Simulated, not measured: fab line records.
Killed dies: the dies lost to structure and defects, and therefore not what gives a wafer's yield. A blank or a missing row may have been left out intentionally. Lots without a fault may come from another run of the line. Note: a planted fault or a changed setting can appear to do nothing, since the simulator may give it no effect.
Split-lot trial -- flow n5_finfet -- on a route of 1938 steps: 7 lots, 39 wafers read

== SPLIT DETAILS ==
At N5_MOL_CONTACT_COAG_ETCH_110 (etches Si in CF4/O2, target depth 2.5 nm, time 8 s), the setting source_w was moved away from the recipe's 200 W on 12 of the 39 wafers read, by -17.3% to +16.7%. This setting was run at the recipe's value on the other wafers.

The reading comes from the split's own step.

== THE READING ==
rf_vpp_V, in V, at N5_MOL_CONTACT_COAG_ETCH_110 (etches Si in CF4/O2, target depth 2.5 nm, time 8 s). On this fab line, fault-free wafers typically give 128.0 V with a standard deviation of 3 V.

wafer,"tool, chamber at the split","source_w as run, W",against the recipe,"rf_vpp_V, V",against lot-mates on the recipe
L074.1,"rie_diel-03, 1",212.3,+6.2%,123.5,-7.4
L074.2,"rie_diel-03, 3",212.3,+6.2%,120.4,-10.5
L074.3,"rie_diel-03, 2",200,recipe,135.4,-
L074.4,"rie_diel-03, 0",212.3,+6.2%,126.6,-4.3
L074.5,"rie_diel-03, 1",200,recipe,128.2,-
L074.6,"rie_diel-03, 0",200,recipe,129.2,-
L076.1,"rie_diel-02, 2",200,recipe,128.4,-
L076.2,"rie_diel-02, 3",200,recipe,128.6,-
L076.3,"rie_diel-02, 1",200,recipe,124.4,-
L076.4,"rie_diel-02, 2",200,recipe,127.8,-
L076.5,"rie_diel-02, 3",200,recipe,128.4,-
L076.6,"rie_diel-02, 1",200,recipe,124.4,-
L077.1,"rie_diel-02, 3",200,recipe,128.2,-
L077.2,"rie_diel-02, 1",200,recipe,125.5,-
L077.3,"rie_diel-02, 2",200,recipe,127.5,-
L077.4,"rie_diel-02, 2",200,recipe,127.2,-
L077.5,"rie_diel-02, 3",200,recipe,128.4,-
L077.6,"rie_diel-02, 1",200,recipe,125.5,-
L079.1,"rie_diel-03, 1",200,recipe,128.2,-
L079.2,"rie_diel-03, 3",233.3,+16.7%,112.6,-18.4
L079.3,"rie_diel-03, 0",233.3,+16.7%,117.9,-13.1
L079.4,"rie_diel-03, 2",200,recipe,132.3,-
L079.5,"rie_diel-03, 2",200,recipe,132.5,-
L079.6,"rie_diel-03, 1",233.3,+16.7%,117.2,-13.8
L090.1,"rie_diel-03, 2",200,recipe,134.2,-
L090.2,"rie_diel-03, 1",200,recipe,127.5,-
L090.3,"rie_diel-03, 3",165.3,-17.3%,139.5,+9.2
L090.4,"rie_diel-03, 0",165.3,-17.3%,145.8,+15.5
L090.5,"rie_diel-03, 1",165.3,-17.3%,143.9,+13.6
L090.6,"rie_diel-03, 0",200,recipe,129.3,-
L092.1,"rie_diel-03, 1",185.6,-7.2%,134.3,+7.1
L092.2,"rie_diel-03, 2",185.6,-7.2%,141.2,+14.0
L092.3,"rie_diel-03, 0",200,recipe,129.9,-
L092.4,"rie_diel-03, 3",200,recipe,123.2,-
L092.5,"rie_diel-03, 2",185.6,-7.2%,140.4,+13.2
L092.6,"rie_diel-03, 1",200,recipe,128.6,-
L097.2,"rie_diel-06, 0",200,recipe,127.3,-
L097.3,"rie_diel-06, 2",200,recipe,129.8,-
L097.5,"rie_diel-06, 0",200,recipe,128.9,-

FIT RESULTS
A straight line over all 39 wafers: rf_vpp_V changes by -0.847 V for each +1% of source_w; r = -0.90; the points scatter about the line by 3 V.
The same after taking each lot's own level away (the mean of its wafers on the recipe; 39 wafers): -0.899 V for each +1%; r = -0.91; scatter 2.9 V.
According to that fit, moving source_w by its largest amount changes the reading by 16 V.
The lots' own levels span 127.00 to 131.00 V, that is 1.3 times the standard deviation above.
So the lot-to-lot level changes the slope little: the two slopes agree.
Check: +16.9 V against its lot-mates is what the line predicts for one of the wafers moved furthest among these (-17.3%) when that wafer is left out of the fit. Against them it came out at +9.17 V.
Tool readings at the split's step, against how far the setting was moved: rf_vpp_V r = -0.90.

== THESE WAFERS: OTHER SPLITS ==
These wafers also went through other splits before the reading. Each is held against what the fit with the lots' levels taken away leaves over:
other split on the same wafers,wafers away from the commonest value,r with rf_vpp_V (lot level and that fit taken away)
N5_FIN_SAQP_MANDREL_ETCH_22 target_depth_a,15,+0.00
N5_FIN_CUT_CUT_ETCH_26 target_depth_a,15,-0.02
N5_DUMMY_GATE_HM_DEP_06 target_thk_a,30,+0.33
N5_DUMMY_GATE_ETCH_32 time_s,18,-0.21
N5_SD_EPI_N_EPI_21 epi_growth_time_s,18,-0.10
N5_SD_EPI_P_ETCHBACK_46 over_etch_frac,6,-0.03
N5_GATE_CUT_ETCH_56 target_depth_a,12,-0.05

== THE WHOLE CHAIN: every reading that the file lists as answering this split, in the file's order ==
step,what it does,reading,change (the file's fit),r (the file's)
N5_MOL_CONTACT_COAG_ETCH_110,"etches Si in CF4/O2, target depth 2.5 nm, time 8 s",rf_vpp_V,-0.897 V for each +1% of the setting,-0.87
N5_MOL_CONTACT_COAG_ETCH_110,"etches Si in CF4/O2, target depth 2.5 nm, time 8 s","etch.depth_nm (the simulator's own value, which no gauge read)",+0.022 nm for each +1% of the setting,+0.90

== THE FILE'S OWN FIT ==
rf_vpp_V changes by -0.897 V for each +1% of source_w, r = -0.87.
